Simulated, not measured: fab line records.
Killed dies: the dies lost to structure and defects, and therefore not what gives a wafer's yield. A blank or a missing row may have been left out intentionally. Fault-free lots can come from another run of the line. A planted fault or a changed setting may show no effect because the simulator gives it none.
The tool behind it: which one?	flow nand-harc	22 lots with 66 wafers sampled at 6 steps, on a route of 1302 steps

WHAT EACH GAUGE READ, for each wafer
The record holds no reading of a measuring or inspecting step that can be judged against a usual standard deviation.

EACH LOT AND THE TOOL THAT RAN IT (in order: tool; ch and the chambers of the sampled wafers; start)
lot	NHARC_A_STAIRCASE_CMP_152	NHARC_A_SLIT_ETCH_24	NHARC_A_SLIT_ETCH_26	NHARC_A_SLIT_ETCH_29	NHARC_A_WL_FILL_RTA_01	NHARC_A_WL_FILL_ETCHBACK_05
L074	cmp-02 ch 2,3, day 19 01:54	rie-diel-05 ch 0,1,3, day 19 17:17	har-etch-01 ch 0,1, day 19 22:05	rie-diel-06 ch 2,3, day 19 22:58	rtp-anneal-02 ch 0, day 20 06:43	rie-metal-03 ch 1, day 20 08:18
L077	cmp-04 ch 1,2, day 19 23:53	rie-diel-02 ch 2,3, day 20 14:47	har-etch-02 ch 0,1, day 20 20:08	rie-diel-05 ch 0,2,3, day 20 21:02	rtp-anneal-01 ch 0, day 21 03:55	rie-metal-02 ch 0,1, day 21 05:11
L075	cmp-02 ch 0,1,3, day 20 00:54	rie-diel-06 ch 0,2,3, day 20 14:37	har-etch-01 ch 0,1, day 20 19:23	rie-diel-06 ch 0,1,3, day 20 20:16	rtp-anneal-02 ch 0, day 21 04:00	rie-metal-01 ch 0,1, day 21 05:18
L078	cmp-03 ch 0,1,2, day 20 08:19	rie-diel-05 ch 0,3, day 21 03:04	har-etch-01 ch 0,1, day 21 08:08	rie-diel-02 ch 0,1, day 21 08:59	rtp-anneal-01 ch 0, day 21 16:40	rie-metal-01 ch 0,1, day 21 17:55
L076	cmp-04 ch 0,1,2, day 20 11:11	rie-diel-06 ch 0,2, day 21 02:52	har-etch-02 ch 0,1, day 21 09:31	rie-diel-05 ch 0,2,3, day 21 10:25	rtp-anneal-02 ch 0, day 21 16:29	rie-metal-02 ch 0,1, day 21 17:46
L080	cmp-03 ch 0,1, day 21 16:43	rie-diel-05 ch 1,2,3, day 22 10:19	har-etch-02 ch 0,1, day 22 15:35	rie-diel-02 ch 0,1,3, day 22 16:29	rtp-anneal-02 ch 0, day 23 00:32	rie-metal-03 ch 0,1, day 23 01:49
L079	cmp-02 ch 0,1, day 21 17:26	rie-diel-02 ch 0,1, day 22 09:02	har-etch-01 ch 0,1, day 22 15:26	rie-diel-06 ch 0,3, day 22 16:16	rtp-anneal-01 ch 0, day 23 00:46	rie-metal-01 ch 0,1, day 23 02:00
L081	cmp-02 ch 2,3, day 22 02:55	rie-diel-05 ch 0,1,2, day 22 21:17	har-etch-02 ch 0,1, day 23 02:47	rie-diel-02 ch 0,2, day 23 03:36	rtp-anneal-02 ch 0, day 23 12:53	rie-metal-01 ch 0,1, day 23 14:08
L082	cmp-04 ch 1,2,3, day 22 06:02	rie-diel-02 ch 1,2, day 22 19:47	har-etch-01 ch 0, day 23 00:38	rie-diel-05 ch 0,2, day 23 01:31	rtp-anneal-02 ch 0, day 23 09:03	rie-metal-02 ch 0,1, day 23 10:19
L085	cmp-03 ch 0,2,3, day 23 17:29	rie-diel-06 ch 1,2, day 24 09:38	har-etch-01 ch 0,1, day 24 14:47	rie-diel-06 ch 0,1,2, day 24 15:37	rtp-anneal-01 ch 0, day 24 22:27	rie-metal-02 ch 0,1, day 24 23:40
L083	cmp-02 ch 0,1,2, day 23 17:38	rie-diel-05 ch 0,2, day 24 09:11	har-etch-02 ch 0,1, day 24 14:00	rie-diel-05 ch 0,2,3, day 24 14:54	rtp-anneal-02 ch 0, day 24 22:25	rie-metal-03 ch 0,1, day 24 23:46
L086	cmp-03 ch 0,3, day 24 00:00	rie-diel-05 ch 2,3, day 24 15:59	har-etch-01 ch 0, day 24 20:44	rie-diel-06 ch 0,3, day 24 21:37	rtp-anneal-02 ch 0, day 25 07:31	rie-metal-01 ch 0,1, day 25 08:46
L084	cmp-02 ch 0,2, day 24 00:16	rie-diel-02 ch 1,2, day 24 15:45	har-etch-02 ch 0,1, day 24 20:39	rie-diel-05 ch 0,3, day 24 21:28	rtp-anneal-01 ch 0, day 25 07:43	rie-metal-02 ch 0,1, day 25 09:01
L087	cmp-02 ch 0,1, day 24 20:11	rie-diel-02 ch 2,3, day 25 11:20	har-etch-01 ch 0,1, day 25 16:26	rie-diel-06 ch 1,2,3, day 25 17:20	rtp-anneal-02 ch 0, day 26 00:52	rie-metal-01 ch 0,1, day 26 02:07
L088	cmp-04 ch 0,1,2, day 25 06:26	rie-diel-02 ch 0,2,3, day 25 20:44	har-etch-02 ch 0,1, day 26 02:41	rie-diel-05 ch 1,2, day 26 03:31	rtp-anneal-02 ch 0, day 26 10:29	rie-metal-03 ch 0,1, day 26 11:42
L090	cmp-04 ch 0,1, day 25 06:41	rie-diel-05 ch 0,1,3, day 25 21:37	har-etch-01 ch 0,1, day 26 05:17	rie-diel-02 ch 1,2, day 26 06:08	rtp-anneal-02 ch 0, day 26 14:14	rie-metal-02 ch 0,1, day 26 15:28
L089	cmp-02 ch 2,3, day 25 19:25	rie-diel-05 ch 0,2,3, day 26 10:38	har-etch-01 ch 0,1, day 26 15:28	rie-diel-05 ch 0,3, day 26 16:17	rtp-anneal-02 ch 0, day 26 23:56	rie-metal-01 ch 0,1, day 27 01:14
L092	cmp-02 ch 0,1,3, day 26 03:55	rie-diel-02 ch 1,2, day 26 23:02	har-etch-01 ch 0,1, day 27 03:53	rie-diel-05 ch 0,2, day 27 04:42	rtp-anneal-01 ch 0, day 27 13:20	rie-metal-03 ch 0,1, day 27 14:35
L093	cmp-02 ch 0,1, day 27 05:25	rie-diel-05 ch 0,2, day 27 19:53	har-etch-01 ch 0,1, day 28 00:56	rie-diel-06 ch 0,2,3, day 28 01:51	rtp-anneal-01 ch 0, day 28 09:19	rie-metal-01 ch 0,1, day 28 10:34
L096	cmp-04 ch 0,1, day 27 23:19	rie-diel-05 ch 0,2, day 28 14:50	har-etch-02 ch 0,1, day 28 19:41	rie-diel-02 ch 1,2,3, day 28 20:32	rtp-anneal-01 ch 0, day 29 04:04	rie-metal-01 ch 0,1, day 29 05:18
L094	cmp-02 ch 0,2, day 27 23:26	rie-diel-02 ch 0,2, day 28 15:41	har-etch-01 ch 0,1, day 28 20:30	rie-diel-05 ch 0,2, day 28 21:23	rtp-anneal-02 ch 0, day 29 04:05	rie-metal-03 ch 0,1, day 29 05:20
L095	cmp-04 ch 0,3, day 28 02:07	rie-diel-05 ch 0,2,3, day 28 17:00	har-etch-02 ch 0,1, day 28 23:35	rie-diel-02 ch 0,2,3, day 29 00:23	rtp-anneal-01 ch 0, day 29 07:56	rie-metal-02 ch 0,1, day 29 09:10
- NHARC_A_STAIRCASE_CMP_152: polishes.
- NHARC_A_SLIT_ETCH_24: etches the open film in CF4/CHF3, target depth 121 nm, time 60.5 s.
- NHARC_A_SLIT_ETCH_26: etches the open film in C4F8/O2/Ar, time 90 s, target depth 400 nm.
- NHARC_A_SLIT_ETCH_29: etches the open film in CF4/O2, target depth 100 nm, overetch 10 nm, time 55 s.
- NHARC_A_WL_FILL_RTA_01: time 5 s.
- NHARC_A_WL_FILL_ETCHBACK_05: etches the open film in Cl2/BCl3, target depth 22 nm, time 60 s.

WHAT THE TOOLS THEMSELVES READ (means of the sampled wafers that have a number; where no wafer has one, the mark that the record gives instead)
NHARC_A_STAIRCASE_CMP_152. Usual: 12.1 A for motor-current-A, sd 1.4.
lot	tool	motor-current-A (A)	flag
L074	cmp-02	12.2	
L077	cmp-04	11.9	
L075	cmp-02	11.3	
L078	cmp-03	12.1	
L076	cmp-04	12.0	
L080	cmp-03	12.5	
L079	cmp-02	10.2	
L081	cmp-02	12.6	
L082	cmp-04	12.0	
L085	cmp-03	12.9	
L083	cmp-02	11.2	
L086	cmp-03	13.5	
L084	cmp-02	11.1	
L087	cmp-02	10.0	
L088	cmp-04	11.7	
L090	cmp-04	11.8	
L089	cmp-02	12.4	
L092	cmp-02	11.4	
L093	cmp-02	11.1	
L096	cmp-04	11.8	
L094	cmp-02	11.2	
L095	cmp-04	12.9	

NHARC_A_SLIT_ETCH_24. Usual: chamber-pressure-mTorr 24.996 mTorr, standard deviation 0.028; drypump-motor-current-A 5.8 A, standard deviation 0.55; oes-product-au 0.960 a.u., standard deviation 0.014; rf-vpp-V 370.5 V, standard deviation 2.2; showerhead-plenum-p-Torr 1.57 Torr, standard deviation 0.058; throttle-valve-pct 16.803 %, standard deviation 0.0088.
lot	tool	chamber-pressure-mTorr (mTorr)	drypump-motor-current-A (A)	oes-product-au (a.u.)	rf-vpp-V (V)	showerhead-plenum-p-Torr (Torr)	throttle-valve-pct (%)	flag
L074	rie-diel-05	24.994	5.7	0.965	369.1	1.53	16.800	
L077	rie-diel-02	24.998	6.0	0.970	372.3	1.63	16.801	
L075	rie-diel-06	24.976	6.3	0.969	369.3	1.53	16.804	
L078	rie-diel-05	24.965	5.4	0.965	368.3	1.53	16.804	
L076	rie-diel-06	25.018	6.3	0.927	369.7	1.52	16.798	
L080	rie-diel-05	25.031	6.0	0.939	370.2	1.56	16.799	
L079	rie-diel-02	25.009	5.6	0.953	371.5	1.61	16.795	
L081	rie-diel-05	24.988	5.4	0.965	370.3	1.55	16.805	
L082	rie-diel-02	25.021	6.2	0.959	370.9	1.57	16.804	
L085	rie-diel-06	24.993	6.4	0.959	368.9	1.51	16.805	
L083	rie-diel-05	24.980	5.1	0.967	369.4	1.55	16.803	
L086	rie-diel-05	25.006	6.3	0.952	370.3	1.56	16.808	
L084	rie-diel-02	25.001	5.9	0.974	369.4	1.54	16.807	
L087	rie-diel-02	24.977	6.0	0.966	373.0	1.63	16.808	
L088	rie-diel-02	25.009	6.0	0.958	372.3	1.63	16.794	
L090	rie-diel-05	24.988	5.7	0.966	367.9	1.52	16.806	
L089	rie-diel-05	24.998	5.6	0.967	370.4	1.55	16.808	
L092	rie-diel-02	24.997	5.9	0.956	369.0	1.54	16.809	
L093	rie-diel-05	24.977	5.0	0.939	370.3	1.54	16.801	
L096	rie-diel-05	24.932	5.3	0.960	370.0	1.58	16.799	
L094	rie-diel-02	25.003	6.0	0.967	372.5	1.63	16.795	
L095	rie-diel-05	25.008	5.7	0.952	370.3	1.55	16.794	

NHARC_A_SLIT_ETCH_26. Usual: chamber-pressure-mTorr 24.997 mTorr, standard deviation 0.023; drypump-motor-current-A 5.64 A, standard deviation 0.29; showerhead-plenum-p-Torr 3.62 Torr, standard deviation 0.16; throttle-valve-pct 27.619 %, standard deviation 0.0087.
lot	tool	chamber-pressure-mTorr (mTorr)	drypump-motor-current-A (A)	showerhead-plenum-p-Torr (Torr)	throttle-valve-pct (%)	flag
L074	har-etch-01	25.007	5.44	3.60	27.620	
L077	har-etch-02	24.974	6.03	3.73	27.618	
L075	har-etch-01	25.016	5.43	3.59	27.618	
L078	har-etch-01	24.955	5.45	3.59	27.622	
L076	har-etch-02	25.005	6.04	3.73	27.618	
L080	har-etch-02	24.984	5.88	3.83	27.616	
L079	har-etch-01	25.008	5.44	3.58	27.630	
L081	har-etch-02	24.988	5.89	3.82	27.616	
L082	har-etch-01	24.997	5.38	3.62	27.630	
L085	har-etch-01	25.011	5.43	3.56	27.622	
L083	har-etch-02	24.993	5.85	3.82	27.614	
L086	har-etch-01	24.999	5.38	3.61	27.621	
L084	har-etch-02	25.000	5.88	3.81	27.616	
L087	har-etch-01	24.983	5.43	3.56	27.625	
L088	har-etch-02	25.000	5.86	3.80	27.612	
L090	har-etch-01	24.990	5.43	3.55	27.615	
L089	har-etch-01	24.990	5.44	3.55	27.620	
L092	har-etch-01	24.991	5.48	3.50	27.633	
L093	har-etch-01	25.030	5.43	3.54	27.617	
L096	har-etch-02	25.000	5.86	3.78	27.616	
L094	har-etch-01	24.984	5.49	3.49	27.619	
L095	har-etch-02	25.005	5.88	3.78	27.622	

NHARC_A_SLIT_ETCH_29. Usual: chamber-pressure-mTorr 30.002 mTorr, standard deviation 0.026; drypump-motor-current-A 5.9 A, standard deviation 0.52; oes-product-au 1.001 a.u., standard deviation 0.0074; rf-vpp-V 197.7 V, standard deviation 1.3; showerhead-plenum-p-Torr 1.33 Torr, standard deviation 0.053; throttle-valve-pct 13.397 %, standard deviation 0.0092.
lot	tool	chamber-pressure-mTorr (mTorr)	drypump-motor-current-A (A)	oes-product-au (a.u.)	rf-vpp-V (V)	showerhead-plenum-p-Torr (Torr)	throttle-valve-pct (%)	flag
L074	rie-diel-06	30.025	6.6	1.001	196.4	1.25	13.399	
L077	rie-diel-05	29.987	5.6	1.001	197.5	1.32	13.403	
L075	rie-diel-06	30.023	6.1	1.005	198.1	1.34	13.398	
L078	rie-diel-02	29.976	5.6	1.000	196.9	1.33	13.388	
L076	rie-diel-05	30.003	5.6	1.009	198.1	1.32	13.401	
L080	rie-diel-02	29.997	5.6	0.997	198.6	1.37	13.398	
L079	rie-diel-06	30.013	6.2	0.996	196.6	1.30	13.394	
L081	rie-diel-02	30.002	6.0	0.993	198.4	1.39	13.408	
L082	rie-diel-05	30.020	5.3	1.006	198.7	1.34	13.400	
L085	rie-diel-06	29.994	6.1	1.005	198.4	1.33	13.395	
L083	rie-diel-05	29.980	5.7	0.993	197.1	1.32	13.405	
L086	rie-diel-06	29.981	6.0	1.003	198.4	1.35	13.387	
L084	rie-diel-05	30.016	6.0	0.999	196.1	1.29	13.400	
L087	rie-diel-06	30.015	6.3	1.008	197.2	1.29	13.399	
L088	rie-diel-05	30.003	5.6	1.009	198.4	1.34	13.399	
L090	rie-diel-02	29.957	6.2	0.996	198.3	1.33	13.397	
L089	rie-diel-05	29.996	6.0	1.000	197.2	1.29	13.393	
L092	rie-diel-05	29.999	5.1	0.990	196.6	1.31	13.395	
L093	rie-diel-06	30.014	6.3	1.009	197.0	1.30	13.391	
L096	rie-diel-02	30.005	5.9	1.003	198.1	1.35	13.386	
L094	rie-diel-05	30.026	5.3	1.001	199.6	1.34	13.395	
L095	rie-diel-02	30.036	6.0	0.999	198.6	1.38	13.404	

NHARC_A_WL_FILL_RTA_01. Usual: lamp-power-pct 29.8 %, standard deviation 1.5; lamp_zone_4_pct 29.8 %, standard deviation 1.5; wafer_temp_C_max 1004.2, standard deviation 1.4.
lot	tool	lamp-power-pct (%)	lamp_zone_4_pct (%)	wafer_temp_C_max	flag
L074	rtp-anneal-02	31.0	31.0	1004.9	
L077	rtp-anneal-01	27.9	27.9	1002.5	
L075	rtp-anneal-02	31.0	31.0	1004.8	
L078	rtp-anneal-01	27.9	27.9	1001.8	
L076	rtp-anneal-02	31.0	31.0	1004.7	
L080	rtp-anneal-02	31.0	31.0	1005.7	
L079	rtp-anneal-01	27.8	27.9	1002.4	
L081	rtp-anneal-02	31.0	31.0	1004.3	
L082	rtp-anneal-02	31.0	31.0	1004.9	
L085	rtp-anneal-01	27.9	27.9	1002.7	
L083	rtp-anneal-02	31.0	31.0	1005.7	
L086	rtp-anneal-02	31.0	31.0	1005.4	
L084	rtp-anneal-01	27.9	27.9	1003.0	
L087	rtp-anneal-02	31.0	31.0	1005.6	
L088	rtp-anneal-02	31.0	31.0	1005.7	
L090	rtp-anneal-02	31.0	31.0	1005.0	
L089	rtp-anneal-02	31.0	31.0	1005.9	
L092	rtp-anneal-01	27.9	27.9	1003.1	
L093	rtp-anneal-01	27.9	27.9	1002.3	
L096	rtp-anneal-01	27.9	27.9	1002.9	
L094	rtp-anneal-02	31.0	30.9	1004.4	
L095	rtp-anneal-01	27.9	27.9	1002.8	

NHARC_A_WL_FILL_ETCHBACK_05. Usual: chamber-pressure-mTorr 10.001 mTorr, standard deviation 0.0093; drypump-motor-current-A 5.8 A, standard deviation 0.54; oes-product-au 1.000 a.u., standard deviation 0.0085.
lot	tool	chamber-pressure-mTorr (mTorr)	drypump-motor-current-A (A)	oes-product-au (a.u.)	flag
L074	rie-metal-03	9.996	5.9	1.006	
L077	rie-metal-02	9.997	6.2	1.009	
L075	rie-metal-01	10.000	5.5	1.006	
L078	rie-metal-01	10.007	5.5	0.999	
L076	rie-metal-02	10.006	6.2	1.001	
L080	rie-metal-03	10.005	6.1	1.000	
L079	rie-metal-01	9.996	5.5	0.994	
L081	rie-metal-01	10.001	5.2	1.000	
L082	rie-metal-02	10.010	5.9	0.999	
L085	rie-metal-02	10.010	5.9	0.994	
L083	rie-metal-03	9.999	6.1	0.999	
L086	rie-metal-01	10.002	5.5	0.990	
L084	rie-metal-02	10.002	5.9	1.001	
L087	rie-metal-01	10.007	5.2	1.005	
L088	rie-metal-03	9.995	6.1	0.998	
L090	rie-metal-02	10.001	5.9	0.996	
L089	rie-metal-01	10.001	5.2	1.001	
L092	rie-metal-03	10.001	6.0	0.991	
L093	rie-metal-01	10.006	5.6	1.007	
L096	rie-metal-01	10.003	5.5	1.008	
L094	rie-metal-03	9.997	6.1	0.989	
L095	rie-metal-02	10.004	5.9	1.003	

THE ANSWER, worked out from the rows above alone
Rule: a lot counts as off when the mean over its wafers that have a number is more than 3 standard deviations away from the usual mean. Also off: a lot with no number at a reading for which 4 or more lots have one. The other lots that the step has rows for count as sound. After the gauges, taken in route order, come the tools' own readings; for these a lot's mean is taken, as printed above. At the first step where some lot is off, the reading lying furthest off is the one used; lots without a number count as furthest.
Across all readings shown, no lot is off: no conclusion can be drawn from this.

WHAT THE SIMULATOR HAD PUT IN
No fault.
